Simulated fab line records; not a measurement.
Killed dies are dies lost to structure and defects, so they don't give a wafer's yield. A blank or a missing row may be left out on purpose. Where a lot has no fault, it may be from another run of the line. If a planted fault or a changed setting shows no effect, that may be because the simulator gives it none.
fab line records :: flow n5-finfet :: part 2 of 2: steps 6 to 6 of 6
[record]
  lots = 8
  wafers = 24
  last-day = 19
route steps=1938 shown DUMMY_GATE@250 SD_EPI_N@273 BEOL_M4@1111 PASSIVATION@1936
lots that met no fault: from a run of the same line without faults
start-h: hours from the record's first day to the start of the lot's first wafer shown :: wait-h: time in hours since the lot's previous step :: " same as the row above :: L1.1+2: a row that stands for several wafers :: - no value, or no start was given :: * or withheld: withheld :: < > ~ a bound
route shown NAME@n: names a module that has steps shown in the file, with the first one's number in the route :: usual: mean and standard deviation over wafers with no fault :: same: alike in all rows :: chamber/n: place in a boat :: sites: each site's reading :: _std_site: how widely they spread, as a standard deviation :: _edge_site: mean of outer sites minus mean of inner sites :: radius-mm: how far each site lies from the wafer's centre :: mask NAME#n: copy n :: behind: the most recent tool/chamber to have shaped the wafer :: hold: what put the lot on hold/how long, in hours/how the hold closed :: device: the n, p or np transistor that did not switch :: end of line: the route-end tests of the same wafers :: where a step has no rows: the recipe by itself :: killed: not the wafer's yield, but the dies lost to structure and defects at the first sort :: map: per-die view of a wafer (x killed, . not killed, _ where there is no die)
set.NAME: the setting the step ran with; set.NAME@STEP: the setting that earlier step ran with :: model.NAME: the simulator's own value behind a step, which no gauge read
steps of the route over a sample of lots; a table a step, a row a wafer
services: a tool's chamber out of use, with start hour (start-h, from the record's first day; less than 0 if before it), hours out, and reason
[[steps]]
[step N5_PASSIVATION_PROBE_49]
[usual]
  defect-limited-yield = 91.0/1.5
  killed_at_M0_to_M3 = 32/9.6
  killed_at_M4_up = 13/4.7
  killed-at-contacts = 13/7.2
  killed-at-front-end = 44/13
  killed-at-other = 4/3.4
  killed-dies = 106/18
  killed-on-rim = 14/4.2
  killed-open = 70/13
  killed-short = 35/8
  sort_bin_4_leakage = 0/0
  sort_bin_5_function = 5.3/0.97
  sort_bin_6_memory = 3.4/0.73
  sort-n-pass = 1074/18
  sort-yield-pct = 91.0/1.5
[same]
  gross-dies = 1180
  killed-at-back-side = 0
  sort_bin_8_speed[%] = 0
lot.wafer: L518.1
tool: prober-01
chamber: -
start-h: 249.84
wait-h: 0.0
defect-limited-yield[%]: 90.9
killed_at_M0_to_M3: 24
killed_at_M4_up: 11
killed-at-contacts: 1
killed-at-front-end: 61
killed-at-other: 10
killed-dies: 107
killed-on-rim: 14
killed-open: 57
killed-short: 49
sort_bin_4_leakage[%]: 0
sort_bin_5_function[%]: 5.8
sort_bin_6_memory[%]: 2.9
sort-n-pass: 1073
sort-yield-pct[%]: 90.9

lot.wafer: L518.3
tool: prober-01
chamber: -
start-h: 249.94
wait-h: 0.1
defect-limited-yield[%]: 91.9
killed_at_M0_to_M3: 46
killed_at_M4_up: 15
killed-at-contacts: 3
killed-at-front-end: 27
killed-at-other: 4
killed-dies: 95
killed-on-rim: 8
killed-open: 67
killed-short: 28
sort_bin_4_leakage[%]: 0
sort_bin_5_function[%]: 5.0
sort_bin_6_memory[%]: 2.7
sort-n-pass: 1085
sort-yield-pct[%]: 91.9

lot.wafer: L518.5
tool: prober-01
chamber: -
start-h: 250.04
wait-h: 0.2
defect-limited-yield[%]: 91.8
killed_at_M0_to_M3: 31
killed_at_M4_up: 19
killed-at-contacts: 5
killed-at-front-end: 33
killed-at-other: 9
killed-dies: 97
killed-on-rim: 12
killed-open: 61
killed-short: 36
sort_bin_4_leakage[%]: 0
sort_bin_5_function[%]: 4.3
sort_bin_6_memory[%]: 3.5
sort-n-pass: 1083
sort-yield-pct[%]: 91.8

lot.wafer: L522.1
tool: prober-01
chamber: -
start-h: 266.01
wait-h: 0.0
defect-limited-yield[%]: 89.3
killed_at_M0_to_M3: 49
killed_at_M4_up: 9
killed-at-contacts: 16
killed-at-front-end: 43
killed-at-other: 9
killed-dies: 126
killed-on-rim: 20
killed-open: 76
killed-short: 47
sort_bin_4_leakage[%]: 0
sort_bin_5_function[%]: 6.1
sort_bin_6_memory[%]: 4.1
sort-n-pass: 1054
sort-yield-pct[%]: 89.3

lot.wafer: L522.3
tool: prober-01
chamber: -
start-h: 266.11
wait-h: 0.1
defect-limited-yield[%]: 89.3
killed_at_M0_to_M3: 43
killed_at_M4_up: 11
killed-at-contacts: 20
killed-at-front-end: 37
killed-at-other: 15
killed-dies: 126
killed-on-rim: 12
killed-open: 80
killed-short: 46
sort_bin_4_leakage[%]: 0
sort_bin_5_function[%]: 6.3
sort_bin_6_memory[%]: 3.9
sort-n-pass: 1054
sort-yield-pct[%]: 89.3

lot.wafer: L522.5
tool: prober-01
chamber: -
start-h: 266.21
wait-h: 0.2
defect-limited-yield[%]: 93.7
killed_at_M0_to_M3: 22
killed_at_M4_up: 10
killed-at-contacts: 4
killed-at-front-end: 34
killed-at-other: 4
killed-dies: 74
killed-on-rim: 4
killed-open: 48
killed-short: 25
sort_bin_4_leakage[%]: 0
sort_bin_5_function[%]: 4.4
sort_bin_6_memory[%]: 1.6
sort-n-pass: 1106
sort-yield-pct[%]: 93.7

lot.wafer: L538.3
tool: prober-01
chamber: -
start-h: 396.16
wait-h: 0.1
defect-limited-yield[%]: 89.8
killed_at_M0_to_M3: 28
killed_at_M4_up: 13
killed-at-contacts: 4
killed-at-front-end: 59
killed-at-other: 16
killed-dies: 120
killed-on-rim: 16
killed-open: 69
killed-short: 49
sort_bin_4_leakage[%]: 0
sort_bin_5_function[%]: 5.7
sort_bin_6_memory[%]: 4.0
sort-n-pass: 1060
sort-yield-pct[%]: 89.8

lot.wafer: L538.4
tool: prober-01
chamber: -
start-h: 396.21
wait-h: 0.2
defect-limited-yield[%]: 91.2
killed_at_M0_to_M3: 23
killed_at_M4_up: 16
killed-at-contacts: 28
killed-at-front-end: 31
killed-at-other: 6
killed-dies: 104
killed-on-rim: 11
killed-open: 69
killed-short: 34
sort_bin_4_leakage[%]: 0
sort_bin_5_function[%]: 5.0
sort_bin_6_memory[%]: 3.2
sort-n-pass: 1076
sort-yield-pct[%]: 91.2

lot.wafer: L538.5
tool: prober-01
chamber: -
start-h: 396.26
wait-h: 0.2
defect-limited-yield[%]: 92.7
killed_at_M0_to_M3: 13
killed_at_M4_up: 12
killed-at-contacts: 18
killed-at-front-end: 36
killed-at-other: 7
killed-dies: 86
killed-on-rim: 6
killed-open: 58
killed-short: 28
sort_bin_4_leakage[%]: 0
sort_bin_5_function[%]: 4.5
sort_bin_6_memory[%]: 2.5
sort-n-pass: 1094
sort-yield-pct[%]: 92.7

lot.wafer: L535.1
tool: prober-01
chamber: -
start-h: 425.08
wait-h: 0.0
defect-limited-yield[%]: 89.5
killed_at_M0_to_M3: 33
killed_at_M4_up: 16
killed-at-contacts: 26
killed-at-front-end: 47
killed-at-other: 2
killed-dies: 124
killed-on-rim: 15
killed-open: 87
killed-short: 36
sort_bin_4_leakage[%]: 89.49
sort_bin_5_function[%]: 5.8
sort_bin_6_memory[%]: 4.3
sort-n-pass: 0
sort-yield-pct[%]: 0

lot.wafer: L535.2
tool: prober-01
chamber: -
start-h: 425.13
wait-h: 0.1
defect-limited-yield[%]: 91.6
killed_at_M0_to_M3: 31
killed_at_M4_up: 7
killed-at-contacts: 15
killed-at-front-end: 43
killed-at-other: 3
killed-dies: 99
killed-on-rim: 9
killed-open: 60
killed-short: 37
sort_bin_4_leakage[%]: 0
sort_bin_5_function[%]: 4.7
sort_bin_6_memory[%]: 3.3
sort-n-pass: 1081
sort-yield-pct[%]: 91.6

lot.wafer: L535.3
tool: prober-01
chamber: -
start-h: 425.18
wait-h: 0.1
defect-limited-yield[%]: 91.0
killed_at_M0_to_M3: 22
killed_at_M4_up: 11
killed-at-contacts: 20
killed-at-front-end: 50
killed-at-other: 3
killed-dies: 106
killed-on-rim: 16
killed-open: 63
killed-short: 42
sort_bin_4_leakage[%]: 0
sort_bin_5_function[%]: 5.3
sort_bin_6_memory[%]: 3.2
sort-n-pass: 1074
sort-yield-pct[%]: 91.0

lot.wafer: L533.3
tool: prober-02
chamber: -
start-h: 425.17
wait-h: 0.1
defect-limited-yield[%]: 89.3
killed_at_M0_to_M3: 19
killed_at_M4_up: 11
killed-at-contacts: 13
killed-at-front-end: 76
killed-at-other: 7
killed-dies: 126
killed-on-rim: 17
killed-open: 68
killed-short: 55
sort_bin_4_leakage[%]: 0
sort_bin_5_function[%]: 6.4
sort_bin_6_memory[%]: 3.9
sort-n-pass: 1054
sort-yield-pct[%]: 89.3

lot.wafer: L533.5
tool: prober-02
chamber: -
start-h: 425.27
wait-h: 0.2
defect-limited-yield[%]: 91.3
killed_at_M0_to_M3: 29
killed_at_M4_up: 17
killed-at-contacts: 12
killed-at-front-end: 42
killed-at-other: 3
killed-dies: 103
killed-on-rim: 12
killed-open: 58
killed-short: 37
sort_bin_4_leakage[%]: 0
sort_bin_5_function[%]: 5.4
sort_bin_6_memory[%]: 3.0
sort-n-pass: 1077
sort-yield-pct[%]: 91.3

lot.wafer: L533.6
tool: prober-02
chamber: -
start-h: 425.32
wait-h: 0.3
defect-limited-yield[%]: 90.3
killed_at_M0_to_M3: 43
killed_at_M4_up: 10
killed-at-contacts: 10
killed-at-front-end: 47
killed-at-other: 5
killed-dies: 115
killed-on-rim: 17
killed-open: 76
killed-short: 30
sort_bin_4_leakage[%]: 0
sort_bin_5_function[%]: 4.7
sort_bin_6_memory[%]: 4.2
sort-n-pass: 1065
sort-yield-pct[%]: 90.3

lot.wafer: L537.2
tool: prober-01
chamber: -
start-h: 432.89
wait-h: 0.2
defect-limited-yield[%]: 91.0
killed_at_M0_to_M3: 24
killed_at_M4_up: 21
killed-at-contacts: 11
killed-at-front-end: 49
killed-at-other: 1
killed-dies: 106
killed-on-rim: 13
killed-open: 71
killed-short: 34
sort_bin_4_leakage[%]: 0
sort_bin_5_function[%]: 5.4
sort_bin_6_memory[%]: 3.3
sort-n-pass: 1074
sort-yield-pct[%]: 91.0

lot.wafer: L537.3
tool: prober-01
chamber: -
start-h: 432.94
wait-h: 0.2
defect-limited-yield[%]: 93.1
killed_at_M0_to_M3: 18
killed_at_M4_up: 19
killed-at-contacts: 11
killed-at-front-end: 31
killed-at-other: 2
killed-dies: 81
killed-on-rim: 11
killed-open: 50
killed-short: 30
sort_bin_4_leakage[%]: 93.14
sort_bin_5_function[%]: 4.5
sort_bin_6_memory[%]: 2.3
sort-n-pass: 0
sort-yield-pct[%]: 0

lot.wafer: L537.6
tool: prober-01
chamber: -
start-h: 433.09
wait-h: 0.4
defect-limited-yield[%]: 91.6
killed_at_M0_to_M3: 10
killed_at_M4_up: 33
killed-at-contacts: 12
killed-at-front-end: 41
killed-at-other: 3
killed-dies: 99
killed-on-rim: 9
killed-open: 66
killed-short: 31
sort_bin_4_leakage[%]: 0
sort_bin_5_function[%]: 4.7
sort_bin_6_memory[%]: 3.5
sort-n-pass: 1081
sort-yield-pct[%]: 91.6

lot.wafer: L530.3
tool: prober-02
chamber: -
start-h: 442.20
wait-h: 0.1
defect-limited-yield[%]: 90.3
killed_at_M0_to_M3: 23
killed_at_M4_up: 21
killed-at-contacts: 21
killed-at-front-end: 46
killed-at-other: 3
killed-dies: 114
killed-on-rim: 17
killed-open: 85
killed-short: 29
sort_bin_4_leakage[%]: 0
sort_bin_5_function[%]: 5.8
sort_bin_6_memory[%]: 3.7
sort-n-pass: 1066
sort-yield-pct[%]: 90.3

lot.wafer: L530.4
tool: prober-02
chamber: -
start-h: 442.25
wait-h: 0.2
defect-limited-yield[%]: 90.8
killed_at_M0_to_M3: 30
killed_at_M4_up: 20
killed-at-contacts: 16
killed-at-front-end: 40
killed-at-other: 3
killed-dies: 109
killed-on-rim: 14
killed-open: 82
killed-short: 26
sort_bin_4_leakage[%]: 0
sort_bin_5_function[%]: 5.3
sort_bin_6_memory[%]: 3.6
sort-n-pass: 1071
sort-yield-pct[%]: 90.8

lot.wafer: L530.5
tool: prober-02
chamber: -
start-h: 442.30
wait-h: 0.2
defect-limited-yield[%]: 88.8
killed_at_M0_to_M3: 41
killed_at_M4_up: 17
killed-at-contacts: 43
killed-at-front-end: 31
killed-at-other: 0
killed-dies: 132
killed-on-rim: 20
killed-open: 86
killed-short: 41
sort_bin_4_leakage[%]: 0
sort_bin_5_function[%]: 6.2
sort_bin_6_memory[%]: 4.2
sort-n-pass: 1048
sort-yield-pct[%]: 88.8

lot.wafer: L541.1
tool: prober-01
chamber: -
start-h: 446.48
wait-h: 0.0
defect-limited-yield[%]: 90.4
killed_at_M0_to_M3: 51
killed_at_M4_up: 15
killed-at-contacts: 13
killed-at-front-end: 32
killed-at-other: 2
killed-dies: 113
killed-on-rim: 14
killed-open: 76
killed-short: 37
sort_bin_4_leakage[%]: 0
sort_bin_5_function[%]: 6.1
sort_bin_6_memory[%]: 3.4
sort-n-pass: 1067
sort-yield-pct[%]: 90.4

lot.wafer: L541.3
tool: prober-01
chamber: -
start-h: 446.58
wait-h: 0.1
defect-limited-yield[%]: 93.5
killed_at_M0_to_M3: 23
killed_at_M4_up: 4
killed-at-contacts: 6
killed-at-front-end: 38
killed-at-other: 6
killed-dies: 77
killed-on-rim: 9
killed-open: 50
killed-short: 27
sort_bin_4_leakage[%]: 0
sort_bin_5_function[%]: 3.7
sort_bin_6_memory[%]: 2.5
sort-n-pass: 1103
sort-yield-pct[%]: 93.5

lot.wafer: L541.6
tool: prober-01
chamber: -
start-h: 446.73
wait-h: 0.3
defect-limited-yield[%]: 91.3
killed_at_M0_to_M3: 30
killed_at_M4_up: 17
killed-at-contacts: 20
killed-at-front-end: 34
killed-at-other: 2
killed-dies: 103
killed-on-rim: 13
killed-open: 72
killed-short: 31
sort_bin_4_leakage[%]: 0
sort_bin_5_function[%]: 5.5
sort_bin_6_memory[%]: 2.8
sort-n-pass: 1077
sort-yield-pct[%]: 91.3
// killed by level:class
L518.1 FIN_SAQP:geometric-particle:short=25 FIN_SAQP:geometric-particle:open=23 BEOL_M0_SAQP:geometric-particle:open=6 BEOL_M0_SAQP:geometric-particle:short=5 BEOL_M1:geometric-particle:open=5 GATE_CUT:geometric-particle:short=4 STI_FIN_REVEAL:geometric-particle:open=3 BEOL_M1:geometric-particle:short=3
L518.3 BEOL_M2:geometric-particle:open=13 FIN_SAQP:geometric-particle:open=8 BEOL_M1:geometric-particle:open=8 BEOL_M0_SAQP:geometric-particle:short=7 BEOL_M3:geometric-particle:open=7 BEOL_M7:geometric-particle:open=6 FIN_SAQP:geometric-particle:short=4 STI_FIN_REVEAL:geometric-particle:open=4
L518.5 BEOL_M4:geometric-particle:open=9 FIN_SAQP:geometric-particle:open=8 GATE_CUT:geometric-particle:short=7 BEOL_M2:geometric-particle:open=5 BEOL_M1:geometric-particle:open=5 BEOL_M3:geometric-particle:open=5 DUMMY_GATE:geometric-particle:open=4 MOL_CONTACT_COAG:geometric-particle:open=4
L522.1 BEOL_M0_SAQP:geometric-particle:open=13 BEOL_M0_SAQP:geometric-particle:short=11 BEOL_M3:geometric-particle:open=10 FIN_SAQP:geometric-particle:short=9 MOL_CONTACT_COAG:geometric-particle:open=9 STI_FIN_REVEAL:geometric-particle:open=8 MOL_CONTACT_COAG:geometric-particle:short=7 BEOL_M2:geometric-particle:open=7
L522.3 MOL_CONTACT_COAG:geometric-particle:open=15 BEOL_M0_SAQP:geometric-particle:open=12 FIN_SAQP:geometric-particle:open=11 STI_FIN_REVEAL:geometric-particle:open=9 BEOL_M0_SAQP:geometric-particle:short=9 BEOL_M3:geometric-particle:open=9 FIN_SAQP:geometric-particle:short=8 BEOL_M4:geometric-particle:open=7
L522.5 STI_FIN_REVEAL:geometric-particle:open=7 BEOL_M0_SAQP:geometric-particle:open=7 BEOL_M2:geometric-particle:open=6 STI_FIN_REVEAL:geometric-particle:short=4 GATE_CUT:geometric-particle:short=4 GATE_CUT:geometric-particle:open=4 MOL_CONTACT_COAG:geometric-particle:open=4 BEOL_M0_SAQP:geometric-particle:short=4
L538.3 FIN_SAQP:geometric-particle:open=17 FIN_SAQP:geometric-particle:short=12 GATE_CUT:geometric-particle:short=11 BEOL_M1:geometric-particle:open=9 STI_FIN_REVEAL:geometric-particle:open=5 BEOL_M5:geometric-particle:open=5 PASS1_DEP:geometric-particle:short=5 MIM_TOP_ETCH:geometric-particle:short=5
L538.4 MOL_CONTACT_COAG:geometric-particle:open=19 STI_FIN_REVEAL:geometric-particle:open=10 MOL_CONTACT_COAG:geometric-particle:short=9 FIN_SAQP:geometric-particle:short=6 BEOL_M2:geometric-particle:open=6 FIN_SAQP:geometric-particle:open=5 BEOL_M0_SAQP:geometric-particle:short=5 BEOL_M0_SAQP:geometric-particle:open=5
L538.5 MOL_CONTACT_COAG:geometric-particle:open=15 FIN_SAQP:geometric-particle:open=9 FIN_SAQP:geometric-particle:short=8 BEOL_M4:geometric-particle:open=7 STI_FIN_REVEAL:geometric-particle:open=4 BEOL_M2:geometric-particle:open=4 PASS1_CAP:geometric-particle:short=3 DUMMY_GATE:geometric-particle:open=3
L535.1 MOL_CONTACT_COAG:geometric-particle:open=22 STI_FIN_REVEAL:geometric-particle:open=18 BEOL_M0_SAQP:geometric-particle:short=11 BEOL_M0_SAQP:geometric-particle:open=7 BEOL_M1:geometric-particle:open=7 FIN_SAQP:geometric-particle:open=6 BEOL_M8:geometric-particle:open=6 DUMMY_GATE:geometric-particle:open=5
L535.2 MOL_CONTACT_COAG:geometric-particle:open=12 STI_FIN_REVEAL:geometric-particle:open=9 BEOL_M0:geometric-particle:open=7 STARTING-WAFER:geometric-particle:short=7 BEOL_M0_SAQP:geometric-particle:short=6 BEOL_M0_SAQP:geometric-particle:open=6 STI_FIN_REVEAL:geometric-particle:short=5 FIN_SAQP:geometric-particle:short=4
L533.3 FIN_SAQP:geometric-particle:short=28 FIN_SAQP:geometric-particle:open=23 MOL_CONTACT_COAG:geometric-particle:open=9 GATE_CUT:geometric-particle:short=8 ILD0:geometric-particle:open=6 BEOL_M2:geometric-particle:open=6 BEOL_M4:geometric-particle:open=5 STARTING-WAFER:geometric-particle:open=4
L535.3 MOL_CONTACT_COAG:geometric-particle:open=15 STI_FIN_REVEAL:geometric-particle:open=12 BEOL_M0_SAQP:geometric-particle:short=8 STI_FIN_REVEAL:geometric-particle:short=7 GATE_CUT:geometric-particle:short=6 MOL_CONTACT_COAG:geometric-particle:short=5 BEOL_M1:geometric-particle:open=5 BEOL_M3:geometric-particle:open=5
L533.5 FIN_SAQP:geometric-particle:short=16 MOL_CONTACT_COAG:geometric-particle:open=10 BEOL_M0_SAQP:geometric-particle:short=8 BEOL_M3:geometric-particle:open=8 FIN_SAQP:geometric-particle:open=7 STI_FIN_REVEAL:geometric-particle:open=5 BEOL_M0_SAQP:geometric-particle:open=4 BEOL_M0:geometric-particle:open=4
L533.6 FIN_SAQP:geometric-particle:open=13 BEOL_M2:geometric-particle:open=13 MOL_CONTACT_COAG:geometric-particle:open=10 BEOL_M0_SAQP:geometric-particle:short=10 BEOL_M0_SAQP:geometric-particle:open=7 FIN_SAQP:geometric-particle:short=6 HKMG_FIN:area-etch=6 GATE_CUT:geometric-particle:open=5
L537.2 FIN_SAQP:geometric-particle:open=12 STI_FIN_REVEAL:geometric-particle:open=12 BEOL_M5:geometric-particle:open=7 FIN_SAQP:geometric-particle:short=7 MOL_CONTACT_COAG:geometric-particle:open=7 BEOL_M4:geometric-particle:open=7 BEOL_M0_SAQP:geometric-particle:open=6 GATE_CUT:geometric-particle:short=5
L537.3 STI_FIN_REVEAL:geometric-particle:open=10 FIN_SAQP:geometric-particle:short=9 MOL_CONTACT_COAG:geometric-particle:open=7 BEOL_M4:geometric-particle:open=7 BEOL_M2:geometric-particle:open=6 FIN_SAQP:geometric-particle:open=4 MOL_CONTACT_COAG:geometric-particle:short=4 BEOL_M0_SAQP:geometric-particle:open=3
L537.6 BEOL_M4:geometric-particle:open=16 GATE_CUT:geometric-particle:short=9 MOL_CONTACT_COAG:geometric-particle:open=8 BEOL_M7:geometric-particle:open=7 STI_FIN_REVEAL:geometric-particle:open=6 FIN_SAQP:geometric-particle:open=5 DUMMY_GATE:geometric-particle:open=4 MOL_CONTACT_COAG:geometric-particle:short=4
L530.3 FIN_SAQP:geometric-particle:open=20 MOL_CONTACT_COAG:geometric-particle:open=17 BEOL_M4:geometric-particle:open=9 BEOL_M1:geometric-particle:open=6 BEOL_M5:geometric-particle:open=6 GATE_CUT:geometric-particle:short=5 FIN_SAQP:geometric-particle:short=4 STI_FIN_REVEAL:geometric-particle:open=4
L530.4 MOL_CONTACT_COAG:geometric-particle:open=13 BEOL_M4:geometric-particle:open=13 FIN_SAQP:geometric-particle:open=12 STI_FIN_REVEAL:geometric-particle:open=7 BEOL_M3:geometric-particle:open=6 BEOL_M0:geometric-particle:open=5 DUMMY_GATE:geometric-particle:open=5 BEOL_M1:geometric-particle:open=5
L530.5 MOL_CONTACT_COAG:geometric-particle:open=34 BEOL_M0_SAQP:geometric-particle:short=11 MOL_CONTACT_COAG:geometric-particle:short=9 BEOL_M1:geometric-particle:open=9 FIN_SAQP:geometric-particle:open=7 BEOL_M4:geometric-particle:open=7 BEOL_M0_SAQP:geometric-particle:open=6 HKMG_FIN:area-etch=5
L541.1 BEOL_M0_SAQP:geometric-particle:short=14 STI_FIN_REVEAL:geometric-particle:open=13 MOL_CONTACT_COAG:geometric-particle:open=13 BEOL_M4:geometric-particle:open=10 BEOL_M1:geometric-particle:short=7 BEOL_M3:geometric-particle:open=7 BEOL_M2:geometric-particle:open=6 STARTING-WAFER:geometric-particle:short=6
L541.3 STI_FIN_REVEAL:geometric-particle:open=9 BEOL_M3:geometric-particle:open=9 DUMMY_GATE:geometric-particle:open=5 GATE_CUT:geometric-particle:short=5 STARTING-WAFER:geometric-particle:short=5 MOL_CONTACT_COAG:geometric-particle:open=4 STI_FIN_REVEAL:geometric-particle:short=3 ILD0:geometric-particle:open=3
L541.6 MOL_CONTACT_COAG:geometric-particle:open=16 BEOL_M2:geometric-particle:open=9 BEOL_M4:geometric-particle:open=7 STI_FIN_REVEAL:geometric-particle:open=6 STI_FIN_REVEAL:geometric-particle:short=5 BEOL_M0_SAQP:geometric-particle:open=5 BEOL_M3:geometric-particle:open=5 FIN_SAQP:geometric-particle:open=4
[[services]]
tool: plasma-asher-02
chamber: -
start-h: 27.61
hours: 3.1
kind: repair

tool: rie-si-01
chamber: 1
start-h: 28.59
hours: 6.8
kind: repair

tool: rie-si-01
chamber: 3
start-h: 35.08
hours: 3.5
kind: repair

tool: rie-si-02
chamber: -
start-h: 38.22
hours: 2.8
kind: pm

tool: rie-si-06
chamber: 1
start-h: 43.62
hours: 4.2
kind: repair

tool: rie-diel-03
chamber: 1
start-h: 50.89
hours: 8.8
kind: repair

tool: rie-diel-05
chamber: -
start-h: 61.74
hours: 0.4
kind: repair

tool: rie-diel-06
chamber: -
start-h: 78.44
hours: 14.6
kind: pm

tool: rie-diel-04
chamber: 1
start-h: 98.25
hours: 7.9
kind: repair

tool: rie-si-06
chamber: -
start-h: 100.57
hours: 14.6
kind: pm

tool: rie-diel-04
chamber: -
start-h: 101.94
hours: 0.2
kind: repair

tool: rie-diel-03
chamber: 2
start-h: 103.38
hours: 6.4
kind: repair

tool: rie-diel-03
chamber: 0
start-h: 107.48
hours: 11.9
kind: repair

tool: rie-diel-04
chamber: 0
start-h: 111.02
hours: 1.2
kind: repair

tool: plasma-asher-01
chamber: -
start-h: 121.47
hours: 0.7
kind: repair

tool: rie-si-06
chamber: -
start-h: 128.46
hours: 0.8
kind: repair

tool: plasma-asher-01
chamber: -
start-h: 129.22
hours: 2.8
kind: pm

tool: rie-diel-04
chamber: -
start-h: 153.03
hours: 28.1
kind: pm

tool: rie-diel-02
chamber: 1
start-h: 162.01
hours: 21.4
kind: repair

tool: rie-diel-05
chamber: 2
start-h: 167.42
hours: 14.2
kind: repair

tool: rie-diel-06
chamber: -
start-h: 168.33
hours: 28.1
kind: pm

tool: rie-diel-02
chamber: 3
start-h: 179.16
hours: 26.0
kind: repair

tool: rie-diel-04
chamber: -
start-h: 181.13
hours: 14.6
kind: pm

tool: rie-si-01
chamber: 0
start-h: 182.02
hours: 10.6
kind: repair
[[key]]
[first-sign]
  step = N5_SD_EPI_N_SD_RECESS_17
  reading = oes-product-au
  direction = up
  sigmas = 5.9
  usual = 1.007
  struck = 1.099
[effect]
  step = N5_BEOL_M4_RC_MEAS_101
  reading = CJ_N
  direction = missing
[effect]
  step = N5_BEOL_M4_RC_MEAS_101
  reading = DIBL_N
  direction = missing
[effect]
  step = N5_BEOL_M4_RC_MEAS_101
  reading = EOT_N
  direction = missing
[effect]
  step = N5_BEOL_M4_RC_MEAS_101
  reading = IGATE_N
  direction = missing
[effect]
  step = N5_BEOL_M4_RC_MEAS_101
  reading = IOFF_N
  direction = missing
[effect]
  step = N5_BEOL_M4_RC_MEAS_101
  reading = IOFF_N_85C
  direction = missing
[effect]
  step = N5_BEOL_M4_RC_MEAS_101
  reading = IOFF_N_LIN
  direction = missing
[effect]
  step = N5_BEOL_M4_RC_MEAS_101
  reading = IOFF_N_LONG
  direction = missing
[effect]
  step = N5_BEOL_M4_RC_MEAS_101
  reading = ION_N
  direction = missing
[effect]
  step = N5_BEOL_M4_RC_MEAS_101
  reading = RC_DENSE_N
  direction = missing
[effect]
  step = N5_BEOL_M4_RC_MEAS_101
  reading = RC_N
  direction = missing
[effect]
  step = N5_BEOL_M4_RC_MEAS_101
  reading = REXT_N
  direction = missing
[effect]
  step = N5_PASSIVATION_PROBE_49
  reading = sort_bin_4_leakage
  direction = up
  sigmas = 99+
  usual = 0
  struck = 91.31
met-at N5_SD_EPI_N_SD_RECESS_17
struck-lots L535,L537
struck-wafers L535.1,L537.3
not-acting-at N5_DUMMY_GATE_ETCH_42,N5_SD_EPI_N_DESCUM_14,N5_SD_EPI_N_STRIP_38
onset-between 131.52 152.51
[fault]
  kind = process-parameter-drift
  tool = rie-si-06
  chamber = 3
  onset-h = 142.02
  steps = N5_SD_EPI_N_SD_RECESS_17
  channel = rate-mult
  offset = 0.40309
  shape = step
  end-h = 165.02
